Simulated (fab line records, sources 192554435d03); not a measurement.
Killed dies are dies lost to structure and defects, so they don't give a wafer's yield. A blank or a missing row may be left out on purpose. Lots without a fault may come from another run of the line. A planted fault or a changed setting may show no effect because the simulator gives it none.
fab line records | flow n5_finfet
record lots=12 wafers=33 last_day=17
route steps=1938 shown BEOL_M1@822 BEOL_M15@1817 MIM_TOP@1835 MIM_BOT_ETCH@1868 PASSIVATION@1936
lots that met no fault: from a run of the same line without faults
start_h: hours from the record's first day to the start of the lot's first wafer shown | wait_h: hours since the lot's step before | " the same as in the row above | L1.1+2: a row that stands for several wafers | - no value, or no start given | * or withheld: withheld | < > ~ a bound
route shown NAME@n: a module of which the file shows steps, and the number in the route of the first | usual: mean/standard deviation of fault-free wafers | same: alike in all rows | chamber/n: place in a boat | sites: the reading at each site | _std_site: their standard deviation | _edge_site: outer sites' mean less inner sites' | radius_mm: how far each site lies from the wafer's centre | mask NAME#n: copy n | behind: the tool/chamber that last shaped the wafer | hold: why the lot was held/for how many hours/how that ended | device: the transistor (n, p or np) that didn't switch | end of line: the same wafers' tests at the end of the route | a step without rows: its recipe alone | killed: dies lost to structure and defects at the first sort, not the wafer's yield | map: a wafer's dies, x killed, . not, _ none there
set.NAME: the setting as run; set.NAME@STEP: as run at that earlier step | model.NAME: the simulator's own value behind a step, which no gauge read
steps of the route over a sample of lots; a table a step, a row a wafer
services: from which hour (start_h, from the record's first day; less than 0 if before it) a tool's chamber was out of use, for how many hours, and why
## steps
# step N5_BEOL_M1_SPUTTER_88
# recipe material=Cu target_thk_a=45 temp_c=-20 chamber_pressure_pa=0.07 power_w=withheld time_s=8.29
# usual throttle_valve_pct=30.0/0.81
# columns lot.wafer tool chamber start_h wait_h throttle_valve_pct
L545.1 pvd_sputter-02 - 128.10 0.1 31.6
L545.4 " - " " 29.0
L545.5 " - " " 29.0
L546.3 pvd_sputter-01 - 137.20 0.1 31.2
L546.4 " - " " 30.2
L546.6 " - " " 31.4
L547.2 pvd_sputter-02 - 140.77 0.1 30.0
L547.3 " - " " 31.2
L547.5 " - " " 29.1
L548.2 pvd_sputter-03 - 157.03 0.1 30.3
L548.3 " - " " 30.0
L548.5 " - " " 30.2
L551.2 pvd_sputter-01 - 166.69 0.1 30.5
L551.3 " - " " 30.1
L551.5 " - " " 30.2
L552.2 pvd_sputter-01 - 170.79 0.1 30.2
L552.5 " - " " 30.1
L552.6 " - " " 30.1
L554.4 pvd_sputter-03 - 189.01 0.1 30.4
L554.5 " - " " 30.1
L558.2 pvd_sputter-03 - 205.66 0.1 30.4
L558.3 " - " " 29.8
L558.6 " - " " 30.4
L561.4 pvd_sputter-02 - 222.68 0.1 28.5
L561.6 " - " " 31.3
L559.1 pvd_sputter-02 - 224.72 0.1 31.5
L559.3 " - " " 28.6
L559.4 " - " " 29.2
L560.3 pvd_sputter-03 - 227.63 0.1 30.6
L560.4 " - " " 30.0
L560.5 " - " " 30.0
L564.2 pvd_sputter-01 - 251.11 0.1 29.0
L564.6 " - " " 30.5
# step N5_BEOL_M15_DEGAS_41
# recipe ambient=vacuum temp_c=300 time_s=60
# usual heater_power_w=458/46
# columns lot.wafer tool chamber start_h wait_h heater_power_w
L546.3 pvd_sputter-02 - 270.34 0.4 404
L546.4 " - " " 505
L546.6 " - " " 461
L545.1 pvd_sputter-01 - 281.60 0.2 573
L545.4 " - " " 463
L545.5 " - " " 430
L547.2 pvd_sputter-03 - 301.12 0.3 428
L547.3 " - " " 450
L547.5 " - " " 434
L552.2 pvd_sputter-02 - 303.00 0.2 502
L552.5 " - " " 511
L552.6 " - " " 444
L548.2 pvd_sputter-01 - 304.82 1.9 572
L548.3 " - " " 413
L548.5 " - " " 413
L551.2 pvd_sputter-03 - 305.88 0.3 440
L551.3 " - " " 435
L551.5 " - " " 501
L554.4 pvd_sputter-01 - 319.49 0.2 417
L554.5 " - " " 430
L558.2 pvd_sputter-01 - 344.95 0.3 429
L558.3 " - " " 425
L558.6 " - " " 462
L559.1 pvd_sputter-01 - 358.67 0.2 436
L559.3 " - " " 555
L559.4 " - " " 416
L561.4 pvd_sputter-03 - 358.93 0.2 484
L561.6 " - " " 504
L564.2 pvd_sputter-03 - 374.71 0.3 444
L564.6 " - " " 490
L560.3 pvd_sputter-01 - 382.13 0.6 431
L560.4 " - " " 451
L560.5 " - " " 580
# step N5_MIM_TOP_ALD_01
# recipe material=HfO2 target_thk_a=56 temp_c=withheld ald_precursor_family=Hf-amide ald_co_reactant=O3 pulse_time_s=1 purge_time_s=3 co_reactant_purge_time_s=2 co_reactant_pulse_time_s=3 ald_cycles=62
# usual precursor_pulse_height_rel=1.001/0.02
# columns lot.wafer tool chamber start_h wait_h precursor_pulse_height_rel
L546.3 ald_hk-03 3 - - 1.009
L546.4 " 2 " " 0.986
L546.6 " 1 " " 0.977
L545.1 ald_hk-02 0 - - 0.991
L545.4 " 1 " " 0.994
L545.5 " 3 " " 0.987
L547.2 ald_hk-02 3 - - 1.004
L547.3 " 1 " " 1.017
L547.5 " 2 " " 0.963
L552.2 ald_hk-03 0 - - 0.996
L552.5 " 3 " " 1.000
L552.6 " 2 " " 1.025
L548.2 ald_hk-02 1 - - 0.985
L548.3 " 0 " " 0.994
L548.5 " 0 " " 1.020
L551.2 ald_hk-01 3 - - 1.020
L551.3 " 0 " " 0.973
L551.5 " 3 " " 0.999
L554.4 ald_hk-02 2 - - 0.996
L554.5 " 2 " " 1.005
L558.2 ald_hk-01 3 - - 1.014
L558.3 " 0 " " 0.990
L558.6 " 0 " " 0.965
L559.1 ald_hk-01 1 - - 0.973
L559.3 " 2 " " 1.012
L559.4 " 0 " " 1.041
L561.4 ald_hk-02 1 - - 1.015
L561.6 " 0 " " 1.010
L564.2 ald_hk-01 2 - - 1.038
L564.6 " 3 " " 0.990
L560.3 ald_hk-03 3 - - 0.995
L560.4 " 2 " " 1.020
L560.5 " 0 " " 0.975
# step N5_MIM_BOT_ETCH_ETCH_00
# recipe chemistry=Cl2/BCl3 target=TiN target_depth_a=455 ion_energy_ev=150 pressure_mtorr=10 icp_w=1000 bias_w=126 Cl2_flow_sccm=53.25 bcl3_flow_sccm=21.75 Ar_flow_sccm=25
# usual bias_w=126.0/0.34 drypump_motor_current_A=5.8/0.51 oes_product_au=0.79/0.083 throttle_valve_pct=21.86/0.25
# columns lot.wafer tool chamber start_h wait_h bias_w drypump_motor_current_A oes_product_au rf_hours_counter_h throttle_valve_pct
L546.3 rie_metal-02 0 277.85 0.1 126.1 5.5 0.81 - 22.30
L546.4 " 1 " " 125.9 6.6 0.92 - 21.75
L546.6 " 1 " " 125.9 6.6 0.91 - 21.76
L545.1 rie_metal-03 0 290.25 0.1 125.5 5.3 0.67 80 21.82
L545.4 " 1 " " 126.3 5.6 0.70 - 21.52
L545.5 " 0 " " 126.4 5.3 0.67 - 21.81
L547.2 rie_metal-01 0 307.95 0.1 125.8 5.0 0.83 18 21.97
L547.3 " 1 " " 125.4 5.7 0.84 - 21.77
L547.5 " 0 " " 125.7 5.0 0.84 - 21.96
L552.2 rie_metal-02 1 310.26 0.1 126.4 6.5 0.91 10 21.75
L552.5 " 1 " " 126.0 6.5 0.91 - 21.75
L552.6 " 0 " " 125.3 5.5 0.81 - 22.29
L548.2 rie_metal-03 0 311.08 0.1 125.6 5.3 0.68 82 21.82
L548.3 " 1 " " 125.8 5.6 0.70 - 21.50
L548.5 " 1 " " 125.6 5.6 0.69 - 21.51
L551.2 rie_metal-02 0 312.42 0.1 126.1 5.6 0.80 39 22.30
L551.3 " 0 " " 126.3 5.6 0.80 - 22.30
L551.5 " 0 " " 125.6 5.6 0.81 - 22.32
L554.4 rie_metal-01 0 325.78 0.1 125.9 5.0 0.82 - 21.99
L554.5 " 1 " " 125.7 5.7 0.83 - 21.77
L558.2 rie_metal-02 1 351.42 0.1 126.1 6.5 0.88 15 21.77
L558.3 " 1 " " 126.2 6.6 0.89 - 21.75
L558.6 " 0 " " 126.1 5.5 0.80 - 22.32
L559.1 rie_metal-01 0 364.92 0.1 126.3 5.0 0.81 24 21.99
L559.3 " 1 " " 126.2 5.6 0.83 - 21.77
L559.4 " 0 " " 126.0 5.0 0.81 - 22.01
L561.4 rie_metal-02 1 365.49 0.1 126.6 6.6 0.87 - 21.76
L561.6 " 0 " " 125.7 5.6 0.79 - 22.31
L564.2 rie_metal-03 0 380.84 0.1 125.9 5.3 0.66 88 21.84
L564.6 " 1 " " 125.8 5.6 0.68 - 21.53
L560.3 rie_metal-03 0 388.95 0.1 125.9 5.3 0.66 - 21.82
L560.4 " 1 " " 125.5 5.6 0.68 - 21.54
L560.5 " 0 " " 126.1 5.3 0.65 - 21.84
# step N5_PASSIVATION_PROBE_49
# usual defect_limited_yield=91.6/1.4 killed_at_M0_to_M3=32/9.5 killed_at_M4_up=13/6 killed_at_contacts=12/5.6 killed_at_front_end=39/11 killed_at_other=2.8/2.3 killed_dies=99/16 killed_open=65/12 killed_short=32/7.6 sort_bin_4_leakage=0.1/0.88 sort_bin_5_function=4.8/0.88 sort_bin_6_memory=3.2/0.65 sort_n_pass=1077/29 sort_yield_pct=91.2/2.5
# same gross_dies=1180 killed_at_back_side=0 sort_bin_8_speed[%]=0
# columns lot.wafer tool chamber start_h wait_h defect_limited_yield[%] killed_at_M0_to_M3 killed_at_M4_up killed_at_contacts killed_at_front_end killed_at_other killed_dies killed_open killed_short sort_bin_4_leakage[%] sort_bin_5_function[%] sort_bin_6_memory[%] sort_n_pass sort_yield_pct[%]
L558.2 prober-02 - 359.65 0.1 81.2 152 14 6 44 6 222 53 36 0 11.6 4.3 958 81.2
L558.3 prober-02 - 359.70 0.1 83.6 114 22 8 43 6 193 70 40 0 10.3 3.6 987 83.6
L558.6 prober-02 - 359.85 0.3 81.6 161 15 6 31 4 217 54 26 0 11.4 3.7 963 81.6
L560.3 prober-02 - 398.63 0.1 82.7 168 9 4 23 0 204 43 24 9.1 10.8 3.1 869 73.6
L560.4 prober-02 - 398.68 0.2 79.8 188 5 15 30 0 238 57 36 0 11.9 5.0 942 79.8
L560.5 prober-02 - 398.73 0.2 80.8 164 16 15 30 1 226 55 27 0 12.0 4.1 954 80.8
# killed by level:class
L558.2 BEOL_M1:unspecified=130 FIN_SAQP:geometric_particle:short=10 FIN_SAQP:geometric_particle:open=7 BEOL_M2:geometric_particle:open=7 STI_FIN_REVEAL:geometric_particle:open=6 ILD0:geometric_particle:short=5 MOL_CONTACT_COAG:geometric_particle:open=5 BEOL_M4:geometric_particle:open=5
L558.3 BEOL_M1:unspecified=80 FIN_SAQP:geometric_particle:open=9 STI_FIN_REVEAL:geometric_particle:open=8 BEOL_M4:geometric_particle:open=8 FIN_SAQP:geometric_particle:short=7 MOL_CONTACT_COAG:geometric_particle:open=6 BEOL_M3:geometric_particle:open=5 DUMMY_GATE:geometric_particle:open=5
L558.6 BEOL_M1:unspecified=137 BEOL_M2:geometric_particle:open=7 MOL_CONTACT_COAG:geometric_particle:open=6 BEOL_M0_SAQP:geometric_particle:short=6 STI_FIN_REVEAL:geometric_particle:open=5 BEOL_M0_SAQP:geometric_particle:open=5 FIN_SAQP:geometric_particle:short=4 GATE_CUT:geometric_particle:short=4
L560.3 BEOL_M1:unspecified=137 BEOL_M0_SAQP:geometric_particle:open=11 FIN_SAQP:geometric_particle:short=7 BEOL_M0_SAQP:geometric_particle:short=6 MOL_CONTACT_COAG:geometric_particle:open=4 DUMMY_GATE:geometric_particle:open=3 GATE_CUT:geometric_particle:open=3 BEOL_M0:geometric_particle:open=3
L560.4 BEOL_M1:unspecified=139 MOL_CONTACT_COAG:geometric_particle:open=12 BEOL_M0_SAQP:geometric_particle:short=11 BEOL_M1:geometric_particle:open=11 BEOL_M2:geometric_particle:open=8 BEOL_M0_SAQP:geometric_particle:open=7 FIN_SAQP:geometric_particle:short=6 STI_FIN_REVEAL:geometric_particle:open=6
L560.5 BEOL_M1:unspecified=137 MOL_CONTACT_COAG:geometric_particle:open=11 BEOL_M0_SAQP:geometric_particle:open=8 BEOL_M0_SAQP:geometric_particle:short=7 HKMG_FIN:area_etch=6 FIN_SAQP:geometric_particle:short=5 STI_FIN_REVEAL:geometric_particle:open=5 BEOL_M4:geometric_particle:open=5
## services
# columns tool chamber start_h hours kind
ald_hk-01 - 109.53 1.1 repair
ald_hk-03 - 124.95 1.5 repair
ald_hk-03 - 127.23 1.3 repair
ald_hk-02 - 130.79 8.7 pm
pvd_sputter-01 - 131.79 0.9 repair
rie_metal-02 - 142.52 0.3 repair
ald_hk-02 - 142.67 6.6 repair
rie_metal-02 1 144.09 - clean
ald_hk-01 - 179.93 8.7 pm
ald_hk-03 - 197.26 1.2 pm
rie_metal-02 - 198.86 2.8 pm
ald_hk-01 - 205.40 6.0 pm
ald_hk-03 - 207.88 2.4 repair
ald_hk-01 - 224.44 2.8 pm
rie_metal-03 - 272.79 0.3 repair
rie_metal-02 - 297.91 1.1 repair
rie_metal-02 0 325.16 6.6 repair
rie_metal-03 1 330.96 1.0 repair
rie_metal-01 - 366.21 14.6 pm
pvd_sputter-03 - 366.39 1.0 repair
rie_metal-02 1 371.12 5.9 repair
rie_metal-01 0 386.27 23.8 repair
ald_hk-02 - 388.02 1.3 repair
rie_metal-01 1 388.87 2.2 repair
## key
first_sign step=N5_PASSIVATION_PROBE_49 reading=killed_at_M0_to_M3 direction=up sigmas=13 usual=32 struck=158
effect step=N5_PASSIVATION_PROBE_49 reading=defect_limited_yield direction=down sigmas=7.2 usual=91.6 struck=81.6
more_kills_born_at N5_BEOL_M1_SPUTTER_88@pvd_sputter-03=760
met_at N5_BEOL_M1_SPUTTER_88
struck_lots L558,L560
not_acting_at N5_BEOL_M15_DEGAS_41,N5_MIM_TOP_ALD_01,N5_MIM_BOT_ETCH_ETCH_00
onset_between 189.01 205.66
fault kind=chamber_particle_source tool=pvd_sputter-03 chamber=- onset_h=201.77 steps=N5_BEOL_M1_SPUTTER_88 rate_per_visit_cm2=1.2437 end_h=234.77
